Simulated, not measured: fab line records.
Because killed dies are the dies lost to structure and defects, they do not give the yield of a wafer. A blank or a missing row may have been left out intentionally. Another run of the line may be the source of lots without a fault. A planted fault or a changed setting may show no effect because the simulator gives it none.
fab line records -- flow nand-harc
record lots=12, wafers=36, last-day=33
route steps=1302 shown A_M0@1162 A_M1@1176 END@1302
lots untouched by any fault: they come from a run of this same line in which no faults occurred
start-h: start of the lot's first displayed wafer, in hours after the record's first day -- wait-h: hours elapsed since this lot's preceding step -- " unchanged from the row above -- L1.1+2: several wafers, shown together as one row -- - no value, or no start was given -- * or withheld: withheld -- < > ~ a bound
route shown NAME@n: NAME is a module with steps in the file, n the number in the route of the first one -- usual: mean/standard deviation taken from wafers without a fault -- same: alike in all rows -- chamber/n: place in a boat -- sites: the reading at each site -- _std_site: standard deviation across them -- _edge_site: outer sites' mean less inner sites' -- radius-mm: for every site, how far away it sits from the centre of the wafer -- mask NAME#n: copy n -- behind: the most recent tool/chamber to have shaped the wafer -- hold: reason for holding the lot/hours on hold/outcome of the hold -- device: whichever transistor did not switch (one of n, p or np) -- end of line: tests of these same wafers at the route's end -- a step with no rows: only its recipe -- killed: count of dies lost to structure and defects at first sort (not the wafer's yield) -- map: the dies of a wafer, with x for killed, . for not killed, _ for no die there
set.NAME: the setting the step ran with; set.NAME@STEP: the setting that earlier step ran with -- model.NAME: the simulator's own value behind a step, which no gauge read
the route's steps for a sample of lots (tables are steps, rows are wafers)
services: from which hour (start-h, from the record's first day; less than 0 if before it) a tool's chamber was out of use, for how many hours, and why
## steps
# step NHARC_A_M0_CMP_23
# recipe t-overpolish-s=20, target-thk-nm=113.75
# usual motor-current-A=11.9/1.2, time-to-endpoint-s=28.1/2.2
# same t-overpolish-s=20
lot.wafer,tool,chamber,start-h,wait-h,motor-current-A,time-to-endpoint-s
L692.4,cmp-03,2,545.35,-,11.2,28.9
L692.2,cmp-03,0,545.35,-,12.1,27.6
L692.5,cmp-03,2,545.35,-,11.7,29.2
L690.2,cmp-02,3,547.42,-,12.5,27.3
L690.3,cmp-02,0,547.42,-,11.6,28.0
L690.5,cmp-02,1,547.42,-,10.7,28.0
L691.4,cmp-03,0,550.86,-,12.8,27.4
L691.2,cmp-03,1,550.86,-,13.2,27.9
L691.6,cmp-03,1,550.86,-,14.3,26.9
L695.1,cmp-02,1,582.51,-,10.8,25.1
L695.4,cmp-02,2,582.51,-,11.3,27.5
L695.2,cmp-02,3,582.51,-,12.8,23.2
L699.4,cmp-01,1,615.93,-,9.9,28.7
L699.6,cmp-01,0,615.93,-,14.3,29.7
L699.5,cmp-01,1,615.93,-,10.1,30.5
L701.2,cmp-02,2,619.83,-,10.9,26.8
L701.6,cmp-02,3,619.83,-,12.9,21.2
L701.5,cmp-02,0,619.83,-,11.9,23.1
L702.2,cmp-02,1,657.44,-,10.9,27.3
L702.5,cmp-02,2,657.44,-,10.8,29.2
L702.6,cmp-02,3,657.44,-,12.8,26.7
L703.4,cmp-03,3,661.57,-,12.3,28.6
L703.1,cmp-03,1,661.57,-,14.2,29.7
L703.6,cmp-03,3,661.57,-,12.6,29.2
L705.4,cmp-01,1,692.38,-,10.4,30.1
L705.3,cmp-01,2,692.38,-,12.7,28.3
L705.6,cmp-01,2,692.38,-,12.0,30.6
L707.4,cmp-01,1,706.09,-,10.1,29.8
L707.1,cmp-01,3,706.09,-,11.4,29.6
L707.6,cmp-01,0,706.09,-,13.8,30.1
L709.1,cmp-03,1,712.71,-,13.6,27.3
L709.2,cmp-03,2,712.71,-,11.2,30.5
L709.6,cmp-03,2,712.71,-,11.3,28.7
L711.2,cmp-02,0,746.03,-,11.5,28.4
L711.3,cmp-02,1,746.03,-,10.7,29.6
L711.4,cmp-02,3,746.03,-,12.6,30.0
# step NHARC_A_M1_EXPOSE_06
# recipe na=1.35, target-cd-nm=120, dose-mj=75.13, mask-id=A_M1
# usual exposure-dose-mJ-cm2=75.05/0.088, focus-offset-nm=-0.1/0.48, reticle-temp-C=23.02/0.11
lot.wafer,tool,chamber,start-h,wait-h,mask,exposure-dose-mJ-cm2,focus-offset-nm,reticle-temp-C
L692.2,arfi-scanner-03,0,547.10,-,A_M1#0,74.97,-0.6,22.93
L692.4,arfi-scanner-03,0,547.10,-,A_M1#0,74.97,-0.8,22.86
L692.5,arfi-scanner-03,0,547.10,-,A_M1#0,75.08,-1.4,22.79
L690.2,arfi-scanner-01,0,549.12,-,A_M1#0,75.04,0.0,23.19
L690.3,arfi-scanner-01,0,549.12,-,A_M1#0,74.92,0.1,23.12
L690.5,arfi-scanner-01,0,549.12,-,A_M1#0,75.11,0.5,23.22
L691.2,arfi-scanner-01,0,552.46,-,A_M1#0,75.02,0.0,22.84
L691.4,arfi-scanner-01,0,552.46,-,A_M1#0,75.02,0.4,23.01
L691.6,arfi-scanner-01,0,552.46,-,A_M1#0,75.14,-0.4,23.00
L695.1,arfi-scanner-02,0,584.11,-,A_M1#0,75.18,-0.2,23.01
L695.2,arfi-scanner-02,0,584.11,-,A_M1#0,75.21,-0.7,22.94
L695.4,arfi-scanner-02,0,584.11,-,A_M1#0,75.12,-0.3,23.05
L699.4,arfi-scanner-03,0,617.52,-,A_M1#0,73.46,-0.4,22.99
L699.5,arfi-scanner-03,0,617.52,-,A_M1#0,73.45,0.1,23.03
L699.6,arfi-scanner-03,0,617.52,-,A_M1#0,73.55,-0.7,23.04
L701.2,arfi-scanner-01,0,621.48,-,A_M1#0,75.06,-0.4,23.01
L701.5,arfi-scanner-01,0,621.48,-,A_M1#0,74.97,0.3,23.07
L701.6,arfi-scanner-01,0,621.48,-,A_M1#0,75.03,0.0,23.02
L702.2,arfi-scanner-03,0,659.06,-,A_M1#0,73.77,-0.7,23.00
L702.5,arfi-scanner-03,0,659.06,-,A_M1#0,73.74,-0.1,22.99
L702.6,arfi-scanner-03,0,659.06,-,A_M1#0,73.71,0.3,22.92
L703.1,arfi-scanner-02,0,663.30,-,A_M1#0,74.97,0.5,22.98
L703.4,arfi-scanner-02,0,663.30,-,A_M1#0,75.05,0.3,22.87
L703.6,arfi-scanner-02,0,663.30,-,A_M1#0,74.95,-0.2,23.04
L705.3,arfi-scanner-02,0,694.12,-,A_M1#0,75.12,0.2,23.12
L705.4,arfi-scanner-02,0,694.12,-,A_M1#0,75.13,0.4,23.01
L705.6,arfi-scanner-02,0,694.12,-,A_M1#0,75.15,-0.2,23.10
L707.1,arfi-scanner-01,0,707.83,-,A_M1#0,74.98,0.2,22.86
L707.4,arfi-scanner-01,0,707.83,-,A_M1#0,74.98,0.4,22.93
L707.6,arfi-scanner-01,0,707.83,-,A_M1#0,74.94,-0.3,23.02
L709.1,arfi-scanner-01,0,714.42,-,A_M1#0,75.03,-0.8,22.76
L709.2,arfi-scanner-01,0,714.42,-,A_M1#0,75.12,0.0,23.00
L709.6,arfi-scanner-01,0,714.42,-,A_M1#0,75.10,-0.3,22.92
L711.2,arfi-scanner-02,0,747.63,-,A_M1#0,75.16,0.7,23.20
L711.3,arfi-scanner-02,0,747.63,-,A_M1#0,75.15,0.6,23.03
L711.4,arfi-scanner-02,0,747.63,-,A_M1#0,75.09,0.1,23.26
# step NHARC_A_M1_DESCUM_14
# recipe time-s=3, o2-flow-sccm=200, ar-flow-sccm=0, bias-power-w=0, chemistry=O2
# usual drypump-motor-current-A=5.8/0.44, oes-product-au=1.000/0.0067, rf-vpp-V=57.9/0.96, showerhead-plenum-p-Torr=1.92/0.085, throttle-valve-pct=11.311/0.0095
lot.wafer,tool,chamber,start-h,wait-h,drypump-motor-current-A,oes-product-au,rf-hours-counter-h,rf-vpp-V,showerhead-plenum-p-Torr,throttle-valve-pct
L692.4,rie-diel-11,2,547.42,0.1,5.6,1.004,3.1,57.9,2.06,11.296
L692.2,rie-diel-11,0,547.42,0.1,5.8,1.001,3.0,58.7,1.92,11.319
L692.5,rie-diel-11,3,547.42,0.1,5.1,0.988,-,56.9,1.93,11.316
L690.3,rie-diel-11,3,549.44,0.1,5.1,0.988,2.5,58.0,1.93,11.294
L690.2,rie-diel-11,0,549.44,0.1,5.8,1.001,3.1,58.6,1.92,11.312
L690.5,rie-diel-11,3,549.44,0.1,5.1,0.995,-,58.3,1.93,11.303
L691.2,rie-diel-02,2,552.79,0.1,5.5,1.011,8.6,57.7,1.92,11.311
L691.4,rie-diel-02,3,552.79,0.1,5.9,1.009,8.9,56.7,2.00,11.317
L691.6,rie-diel-02,2,552.79,0.1,5.5,1.002,-,58.3,1.92,11.330
L695.1,rie-diel-02,1,584.43,0.1,6.0,1.005,0.1,59.7,1.97,11.302
L695.4,rie-diel-02,2,584.43,0.1,5.5,1.001,0.1,55.5,1.92,11.294
L695.2,rie-diel-02,0,584.43,0.1,6.5,1.000,0.2,59.4,1.88,11.320
L699.4,rie-diel-04,0,617.85,0.1,6.6,1.002,6.3,57.9,1.86,11.312
L699.6,rie-diel-04,2,617.85,0.1,6.0,0.992,-,58.0,1.78,11.302
L699.5,rie-diel-04,3,617.85,0.1,5.6,1.000,-,58.0,1.91,11.290
L701.2,rie-diel-11,2,621.81,0.1,5.6,1.003,0.1,58.5,2.06,11.320
L701.6,rie-diel-11,1,621.81,0.1,6.3,0.997,-,56.6,1.78,11.308
L701.5,rie-diel-11,2,621.81,0.1,5.6,1.001,-,58.0,2.06,11.315
L702.2,rie-diel-04,3,659.39,0.1,5.6,0.999,7.6,58.6,1.91,11.318
L702.5,rie-diel-04,2,659.39,0.1,6.0,1.004,-,57.1,1.78,11.307
L702.6,rie-diel-04,3,659.39,0.1,5.6,1.005,-,57.6,1.91,11.314
L703.1,rie-diel-11,3,663.65,0.1,5.1,0.989,1.1,58.8,1.93,11.298
L703.6,rie-diel-11,0,663.65,0.1,5.8,0.999,-,56.7,1.92,11.323
L703.4,rie-diel-11,2,663.65,0.1,5.6,0.994,-,58.6,2.06,11.321
L705.3,rie-diel-02,1,694.45,0.1,6.0,1.003,5.1,57.6,1.97,11.317
L705.4,rie-diel-02,2,694.45,0.1,5.5,1.000,5.2,58.4,1.92,11.311
L705.6,rie-diel-02,3,694.45,0.1,6.0,0.996,-,58.8,2.00,11.310
L707.4,rie-diel-11,0,708.17,0.1,5.8,0.991,1.8,56.0,1.92,11.333
L707.1,rie-diel-11,1,708.17,0.1,6.2,0.998,0.8,56.6,1.78,11.309
L707.6,rie-diel-11,3,708.17,0.1,5.1,0.994,-,57.2,1.93,11.304
L709.2,rie-diel-11,0,714.75,0.1,5.8,0.993,2.0,59.2,1.92,11.314
L709.1,rie-diel-11,1,714.75,0.1,6.2,1.001,1.1,56.8,1.78,11.314
L709.6,rie-diel-11,0,714.75,0.1,5.8,1.001,-,57.2,1.92,11.305
L711.2,rie-diel-04,0,747.96,0.1,6.6,1.001,0.9,56.2,1.86,11.315
L711.3,rie-diel-04,1,747.96,0.1,5.5,1.003,1.2,57.9,2.03,11.312
L711.4,rie-diel-04,2,747.96,0.1,6.0,0.998,1.2,57.6,1.78,11.319
# step NHARC_A_M1_ETCH_15
# recipe target-depth-a=1825, time-s=91.2, c4f8-flow-sccm=withheld, ar-flow-sccm=400, rf-w=600, bias-w=300, chemistry=C4F8/Ar
# usual oes-product-au=0.956/0.019, rf-vpp-V=441.2/2.8
lot.wafer,tool,chamber,start-h,wait-h,oes-product-au,rf-hours-counter-h,rf-vpp-V
L692.4,rie-diel-11,2,-,-,0.950,3.1,444.2
L692.2,rie-diel-11,0,-,-,0.972,3.1,442.8
L692.5,rie-diel-11,1,-,-,0.965,-,436.5
L690.2,rie-diel-11,1,-,-,0.916,3.2,437.4
L690.3,rie-diel-11,2,-,-,0.916,3.2,445.0
L690.5,rie-diel-11,0,-,-,0.928,-,442.4
L691.2,rie-diel-02,3,-,-,0.918,8.9,443.1
L691.4,rie-diel-02,2,-,-,0.928,8.7,440.5
L691.6,rie-diel-02,3,-,-,0.929,-,444.5
L695.4,rie-diel-02,0,-,-,0.978,0.2,439.3
L695.1,rie-diel-02,1,-,-,0.973,0.2,443.7
L695.2,rie-diel-02,2,-,-,0.973,0.2,441.1
L699.4,rie-diel-04,3,-,-,0.949,5.2,440.7
L699.6,rie-diel-04,2,-,-,0.954,-,437.3
L699.5,rie-diel-04,3,-,-,0.953,-,443.9
L701.2,rie-diel-11,2,-,-,0.959,0.1,444.5
L701.5,rie-diel-11,1,-,-,0.960,-,437.1
L701.6,rie-diel-11,2,-,-,0.965,-,445.3
L702.2,rie-diel-04,2,-,-,0.923,8.3,438.1
L702.6,rie-diel-04,0,-,-,0.925,-,439.4
L702.5,rie-diel-04,1,-,-,0.919,-,443.8
L703.1,rie-diel-11,2,-,-,0.947,1.1,445.3
L703.4,rie-diel-11,3,-,-,0.953,-,440.9
L703.6,rie-diel-11,2,-,-,0.944,-,444.5
L705.4,rie-diel-02,1,-,-,0.932,5.1,441.9
L705.3,rie-diel-02,2,-,-,0.936,5.3,441.0
L705.6,rie-diel-02,0,-,-,0.924,-,441.0
L707.1,rie-diel-11,3,-,-,0.945,2.0,440.4
L707.4,rie-diel-11,0,-,-,0.969,1.8,441.8
L707.6,rie-diel-11,2,-,-,0.956,-,445.4
L709.2,rie-diel-11,3,-,-,0.975,2.2,441.5
L709.1,rie-diel-11,0,-,-,0.961,2.1,440.8
L709.6,rie-diel-11,1,-,-,0.952,-,437.9
L711.4,rie-diel-04,0,-,-,0.959,0.9,436.9
L711.3,rie-diel-04,1,-,-,0.962,1.2,445.1
L711.2,rie-diel-04,3,-,-,0.959,1.0,440.4
# step NHARC_END_SORT_01
# recipe temp-c=25
# usual defect-limited-yield=90/3.3, killed-at-array=61/22, killed-at-other=0.8/1, killed-at-periphery=3.8/2.3, killed-dies=66/22, killed-open=3.2/1.9, killed-short=2.8/1.8
# same gross-dies=677
lot.wafer,tool,chamber,start-h,wait-h,defect-limited-yield[%],killed-at-array,killed-at-other,killed-at-periphery,killed-dies,killed-open,killed-short
L691.2,prober-02,0,590.67,2.8,86,89,0,3,92,5,6
L691.4,prober-02,0,592.26,3.4,83,112,1,2,115,6,4
L691.6,prober-02,0,593.86,4.0,87,85,1,3,89,4,4
L695.1,prober-01,0,623.34,2.5,88,80,1,3,84,5,7
L695.2,prober-01,0,624.13,2.8,86,87,2,3,92,3,6
L695.4,prober-01,0,625.71,3.4,88,75,0,3,78,3,4
L699.4,prober-01,0,654.54,3.4,91,60,1,2,63,0,3
L699.5,prober-01,0,655.35,3.7,92,55,0,2,57,1,4
L699.6,prober-01,0,656.15,4.0,92,54,1,1,56,0,2
L701.2,prober-02,0,658.86,2.8,90,68,0,2,70,3,4
L701.5,prober-02,0,661.28,3.7,94,39,0,2,41,2,2
L701.6,prober-02,0,662.08,4.0,92,55,1,1,57,2,2
L702.2,prober-02,0,697.21,2.8,89,73,1,1,75,4,2
L702.5,prober-02,0,699.54,3.6,88,73,1,4,78,3,3
L702.6,prober-02,0,700.31,3.9,88,76,1,2,79,3,4
L705.3,prober-01,0,731.28,3.1,84,102,3,3,108,7,2
L705.4,prober-01,0,732.09,3.4,86,91,2,3,96,0,2
L705.6,prober-01,0,733.70,4.0,86,81,4,8,93,7,5
# killed by level:class
L691.2 A_SLIT:chamber-film-flake=27 A_CHANNEL_HOLE_D2:chamber-film-flake=24 A_CHANNEL_HOLE_D1:chamber-film-flake=21 A_STAIRCASE:chamber-film-flake=3 A_CONTACT:chamber-film-flake=2 A_BONDPAD:chamber-film-flake=2 P_M0:geometric-particle:open=1 P_M1:geometric-particle:open=1
L691.4 A_CHANNEL_HOLE_D2:chamber-film-flake=38 A_CHANNEL_HOLE_D1:chamber-film-flake=32 A_SLIT:chamber-film-flake=25 A_CHANNEL_FILL_D2:geometric-particle:open=3 A_STAIRCASE:chamber-film-flake=3 A_CONTACT:chamber-film-flake=2 P_CONTACT:geometric-particle:short=1 A_CHANNEL_FILL_D1:geometric-particle:short=1
L691.6 A_CHANNEL_HOLE_D2:chamber-film-flake=26 A_CHANNEL_HOLE_D1:chamber-film-flake=25 A_SLIT:chamber-film-flake=20 A_BONDPAD:chamber-film-flake=3 A_CONTACT:chamber-film-flake=2 P_STI:geometric-particle:short=1 P_GATE:geometric-particle:open=1 A_ONON_D1:geometric-particle:short=1
L695.1 A_CHANNEL_HOLE_D1:chamber-film-flake=34 A_SLIT:chamber-film-flake=17 A_CHANNEL_HOLE_D2:chamber-film-flake=9 A_CHANNEL_FILL_D1:geometric-particle:short=3 A_DECK1_JOINT:chamber-film-flake=3 A_CONTACT:chamber-film-flake=3 A_CHANNEL_FILL_D2:geometric-particle:short=2 P_M0:chamber-film-flake=2
L695.2 A_CHANNEL_HOLE_D1:chamber-film-flake=36 A_SLIT:chamber-film-flake=26 A_CHANNEL_HOLE_D2:chamber-film-flake=8 A_CONTACT:chamber-film-flake=4 A_M1:chamber-film-flake=3 A_WL_FILL:geometric-particle:short=2 P_BONDPAD:chamber-film-flake=2 A_STAIRCASE:chamber-film-flake=2
L695.4 A_CHANNEL_HOLE_D1:chamber-film-flake=33 A_SLIT:chamber-film-flake=20 A_CHANNEL_HOLE_D2:chamber-film-flake=12 P_BONDPAD:chamber-film-flake=2 A_CONTACT:chamber-film-flake=2 P_CONTACT:geometric-particle:open=1 A_ONON_D1:geometric-particle:open=1 A_ONON_D1:geometric-particle:short=1
L699.4 A_CHANNEL_HOLE_D1:chamber-film-flake=38 A_STAIRCASE:chamber-film-flake=8 A_CONTACT:chamber-film-flake=4 A_WL_FILL:geometric-particle:short=2 P_GATE:chamber-film-flake=2 A_CHANNEL_HOLE_D2:unspecified=2 A_CHANNEL_FILL_D2:chamber-film-flake=2 A_SLIT:chamber-film-flake=2
L699.5 A_CHANNEL_HOLE_D1:chamber-film-flake=30 A_STAIRCASE:chamber-film-flake=6 A_SLIT:chamber-film-flake=6 A_CHANNEL_HOLE_D2:unspecified=4 A_CHANNEL_HOLE_D2:geometric-particle:short=2 P_GATE:chamber-film-flake=2 A_CHANNEL_FILL_D2:chamber-film-flake=2 A_CHANNEL_HOLE_D1:geometric-particle:short=1
L699.6 A_CHANNEL_HOLE_D1:chamber-film-flake=33 A_STAIRCASE:chamber-film-flake=9 A_CHANNEL_HOLE_D2:unspecified=5 A_CHANNEL_FILL_D2:chamber-film-flake=3 A_SLIT:chamber-film-flake=2 A_CHANNEL_HOLE_D1:geometric-particle:short=1 A_SGD_CUT:geometric-particle:short=1 P_GATE:chamber-film-flake=1
L701.2 A_SLIT:chamber-film-flake=38 A_CONTACT:chamber-film-flake=6 A_ZERO_WELL:chamber-film-flake=5 A_CHANNEL_HOLE_D1:chamber-film-flake=4 P_ZERO_WELL:chamber-film-flake=2 A_CHANNEL_HOLE_D2:chamber-film-flake=2 A_M1:chamber-film-flake=2 A_CHANNEL_FILL_D1:geometric-particle:short=1
L701.5 A_SLIT:chamber-film-flake=20 A_CHANNEL_HOLE_D1:chamber-film-flake=4 A_CONTACT:chamber-film-flake=4 P_CONTACT:chamber-film-flake=2 A_CHANNEL_FILL_D2:chamber-film-flake=2 A_M1:chamber-film-flake=2 A_CHANNEL_FILL_D1:geometric-particle:short=1 A_ONON_D2:geometric-particle:short=1
L701.6 A_SLIT:chamber-film-flake=34 A_CHANNEL_HOLE_D1:chamber-film-flake=5 A_CHANNEL_FILL_D2:chamber-film-flake=3 A_CONTACT:chamber-film-flake=3 A_ZERO_WELL:chamber-film-flake=2 A_ONON_D2:geometric-particle:short=1 A_M0:geometric-particle:open=1 A_M0:geometric-particle:short=1
L702.2 A_CHANNEL_HOLE_D1:chamber-film-flake=33 A_SLIT:chamber-film-flake=23 A_CONTACT:chamber-film-flake=6 A_WL_FILL:chamber-film-flake=3 P_CONTACT:geometric-particle:open=1 A_ONON_D1:geometric-particle:short=1 A_CHANNEL_HOLE_D1:geometric-particle:open=1 A_DECK1_JOINT:geometric-particle:open=1
L702.5 A_CHANNEL_HOLE_D1:chamber-film-flake=35 A_SLIT:chamber-film-flake=20 A_WL_FILL:chamber-film-flake=5 A_CONTACT:chamber-film-flake=5 P_CONTACT:geometric-particle:open=1 P_M0:geometric-particle:open=1 A_CHANNEL_HOLE_D2:geometric-particle:open=1 A_STAIRCASE:geometric-particle:short=1
L702.6 A_SLIT:chamber-film-flake=31 A_CHANNEL_HOLE_D1:chamber-film-flake=28 A_CONTACT:chamber-film-flake=6 A_WL_FILL:chamber-film-flake=2 P_M0:geometric-particle:open=1 A_ONON_D1:geometric-particle:open=1 A_CHANNEL_FILL_D1:geometric-particle:short=1 A_DECK1_JOINT:geometric-particle:short=1
L705.3 A_SLIT:chamber-film-flake=37 A_CHANNEL_HOLE_D1:chamber-film-flake=36 A_CHANNEL_HOLE_D2:chamber-film-flake=13 THIN_TSV:chamber-film-flake=3 A_BLC:geometric-particle:open=2 P_CONTACT:chamber-film-flake=2 A_CONTACT:chamber-film-flake=2 A_BLC:chamber-film-flake=2
L705.4 A_CHANNEL_HOLE_D2:chamber-film-flake=32 A_CHANNEL_HOLE_D1:chamber-film-flake=31 A_SLIT:chamber-film-flake=18 A_CONTACT:chamber-film-flake=3 A_BLC:chamber-film-flake=3 THIN_TSV:chamber-film-flake=2 A_CHANNEL_FILL_D2:geometric-particle:short=1 A_SGD_CUT:geometric-particle:short=1
L705.6 A_CHANNEL_HOLE_D1:chamber-film-flake=35 A_SLIT:chamber-film-flake=20 A_CHANNEL_HOLE_D2:chamber-film-flake=7 THIN_TSV:chamber-film-flake=4 A_CONTACT:chamber-film-flake=3 P_M0:geometric-particle:open=2 A_SGD_CUT:geometric-particle:short=2 P_ZERO_WELL:chamber-film-flake=2
## services
tool,chamber,start-h,hours,kind
cmp-02,-,525.89,2.3,repair
cmp-02,-,528.20,4.0,pm
rie-diel-04,-,532.09,9.0,pm
cmp-02,-,536.76,2.6,repair
rie-diel-04,3,555.34,19.8,repair
rie-diel-11,2,557.46,1.3,repair
rie-diel-02,-,570.70,9.0,pm
rie-diel-02,0,588.03,3.9,repair
rie-diel-02,-,590.83,1.0,repair
rie-diel-02,3,591.91,4.1,repair
cmp-02,-,595.13,6.1,repair
arfi-scanner-01,-,596.00,4.0,pm
rie-diel-11,-,609.50,9.0,pm
rie-diel-04,3,609.63,6.4,repair
rie-diel-02,3,614.51,9.3,repair
rie-diel-11,1,660.08,14.9,repair
rie-diel-04,1,672.57,6.3,repair
rie-diel-11,3,681.84,4.4,repair
rie-diel-04,1,702.34,10.6,repair
rie-diel-11,1,703.01,3.9,repair
rie-diel-02,3,707.79,6.7,repair
rie-diel-04,-,709.09,9.0,pm
rie-diel-02,2,734.02,4.8,repair
rie-diel-02,-,747.75,9.0,pm
## key
first-sign step=NHARC_A_M1_EXPOSE_06, reading=exposure-dose-mJ-cm2, direction=down, sigmas=16, usual=75.05, struck=73.61
effect none on later readings
met-at NHARC_A_M1_EXPOSE_06
struck-lots L699,L702
loop-trim step=NHARC_A_M1_EXPOSE_06, setting=dose, lots=L702
not-acting-at NHARC_A_M0_CMP_23,NHARC_A_M1_DESCUM_14,NHARC_A_M1_ETCH_15
onset-between 547.10 617.52
fault kind=process-parameter-drift, tool=arfi-scanner-03, chamber=-, onset-h=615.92, steps=NHARC_A_M1_EXPOSE_06, channel=dose-mj, offset=-1.5576, shape=step, acts-in=these-recipes-only, stated=75.13
# loop-trim: a control loop set the setting to another value than it would have without faults
